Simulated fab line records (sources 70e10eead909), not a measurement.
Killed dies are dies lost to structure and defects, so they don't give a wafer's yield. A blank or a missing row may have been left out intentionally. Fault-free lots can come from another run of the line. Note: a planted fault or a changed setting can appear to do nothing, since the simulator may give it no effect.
A lot that was struck, set against a sound lot || flow nandHarc || 24 steps out of a route of 1302
Sound: the wafers L959.1, L959.2, L959.4. Wafers L949.1, L949.2, L949.3 were the ones struck. The cause is given at the end.
For every step that has rows: the tool of each side, followed by ch and its chambers, followed by its first start. Under that, the readings that differ: sound wafers || struck wafers || difference of the means || sigmas: that difference in standard deviations of wafers without a fault.
alike: readings whose means differ by less than 2 such deviations, and words and numbers that are the same on both sides. not compared: withheld readings, readings that some wafer has no value for, bounds like >300 that may hide the same value, and numbers for which the record gives no deviation and whose values overlap.
A row with sigmas, a row that says differs or no value, or rows on one side alone: a step with any of these is where the two part. Numbers that have no deviation but don't overlap get no sigmas and don't part them. A reading missing from all wafers of one side parts the sides only when that side holds two or more wafers.

NHARC_A_M0_INSPECT_27:
  struck on defectInspect-02, day 24 10:05; sound on defectInspect-02, day 29 01:02
  alike: rawDefectCount
NHARC_A_M0_PRE_CLEAN_31: time 12 s.
  sound on pecvd-03 ch 0,2, day 29 01:06; struck on pecvd-03 ch 0,1,2, day 24 10:20
  alike: heaterPowerW, susceptorTempC
NHARC_A_M0_DEP_32: deposits SiCN, target thk 30 nm.
  sound on pecvd-03 ch 0,2, day 29 01:11; struck on pecvd-03 ch 0,1,2, day 24 10:25
  alike: heaterPowerW, susceptorTempC
then, 9 steps without rows for these wafers: NHARC_A_M1_DEP_00 (deposits SiOC, target thk 182.5 nm); NHARC_A_M1_DEHYDRATE_01 (time 120 s); NHARC_A_M1_HMDS_02 (time 30 s); NHARC_A_M1_COAT_34 (time 65 s); NHARC_A_M1_COAT_03 (resist thk 90 nm); NHARC_A_M1_SOFTBAKE_04 (time 55 s); NHARC_A_M1_EBR_05; NHARC_A_M1_EXPOSE_06 (exposes mask A M1, target cd 120 nm); NHARC_A_M1_PEB_07 (peb time 65 s).
NHARC_A_M1_DEVELOP_08: develop time 35 s.
  sound on lithoTrack-04 ch 0, day 29 02:00; struck on lithoTrack-06 ch 0, day 24 11:00
NHARC_A_M1_CD_MEAS_09 targets a cd of 120 nm.
  sound on cdSem-02 ch 0, day 29 02:24; struck on cdSem-02 ch 0, day 24 11:33
  alike: cdNm
NHARC_A_M1_OVL_MEAS_10: pitch 240 nm.
  struck on overlay-02, day 24 11:38; sound on overlay-01, day 29 02:29
  alike: overlayXNm, overlayYNm
NHARC_A_M1_INSPECT_11:
  struck on defectInspect-01, day 24 11:40; sound on defectInspect-01, day 29 02:32
{"reading": "rawDefectCount", "sound": "27 32 28", "struck": "106 101 108", "difference": "+76", "sigmas": "+2"}
NHARC_A_M1_DESCUM_14: chemistry O2, time 3 s.
  sound on rieDiel-08 ch 0,1,2, day 29 02:35; struck on rieDiel-04 ch 0,1,3, day 24 11:44
{"reading": "oesProductAu (a.u.)", "sound": "1.000 0.981 0.988", "struck": "1.010 1.010 1.007", "difference": "+0.019", "sigmas": "+2"}
{"reading": "rfHoursCounterH (h)", "sound": "4.8 4.7 5.3", "struck": "0.5 0.7 0.5", "difference": -4.4, "sigmas": ""}
  alike: drypumpMotorCurrentA, rfVppV, showerheadPlenumPTorr, throttleValvePct
  not compared: model.A_M1.cdNm
NHARC_A_M1_ETCH_35: etches the open film in N2/H2, target depth 40 nm, overetch 12 nm, time 43.94 s.
  sound on rieDiel-08 ch 0,1,2, day 29 02:41; struck on rieDiel-04 ch 1,2,3, day 24 11:49
{"reading": "rfHoursCounterH (h)", "sound": "4.8 4.7 5.3", "struck": "0.5 0.7 0.7", "difference": -4.3, "sigmas": ""}
  alike: drypumpMotorCurrentA, h2FlowSccm, oesProductAu, rfVppV, showerheadPlenumPTorr, throttleValvePct
NHARC_A_M1_ETCH_15: etches the open film in C4F8/Ar, target depth 182.5 nm, time 91.2 s.
  sound on rieDiel-08 ch 0,1,2; struck on rieDiel-04 ch 0,2,3
{"reading": "rfHoursCounterH (h)", "sound": "4.8 4.7 5.3", "struck": "0.7 0.5 0.7", "difference": -4.3, "sigmas": ""}
  alike: oesProductAu, rfVppV
NHARC_A_M1_CD_MEAS_16:
  struck on cdSem-01, day 24 12:02; sound on cdSem-02, day 29 02:54
  alike: cdNm
NHARC_A_M1_STRIP_18: strips in N2/H2.
  sound on rieDiel-04 ch 0,2,3, day 29 02:58; struck on rieDiel-04 ch 0,2,3, day 24 12:07
  alike: drypumpMotorCurrentA, h2FlowSccm, oesProductAu, rfVppV, showerheadPlenumPTorr, throttleValvePct
  not compared: rfHoursCounterH
NHARC_A_M1_ETCH_28: etches the open film in CF4/N2, target depth 30 nm, time 72.99 s.
  sound on rieDiel-04 ch 0,2,3; struck on rieDiel-04 ch 0,1,2
  alike: cf4FlowSccm, drypumpMotorCurrentA, oesProductAu, rfVppV, showerheadPlenumPTorr, throttleValvePct
  not compared: rfHoursCounterH, model.A_M1.cdNm
then, 1 step without rows for these wafers: NHARC_A_M1_STRIP_19 (strips in post etch residue remover, time 600 s).
NHARC_END_SORT_01:
  here the record holds rows for the struck wafers (prober-01 ch 0, day 26 01:41) but none for the sound ones

## WHERE THEY PART
First at NHARC_A_M1_INSPECT_11; last, within this record, at NHARC_END_SORT_01.

WHY: what had been put in by the simulator
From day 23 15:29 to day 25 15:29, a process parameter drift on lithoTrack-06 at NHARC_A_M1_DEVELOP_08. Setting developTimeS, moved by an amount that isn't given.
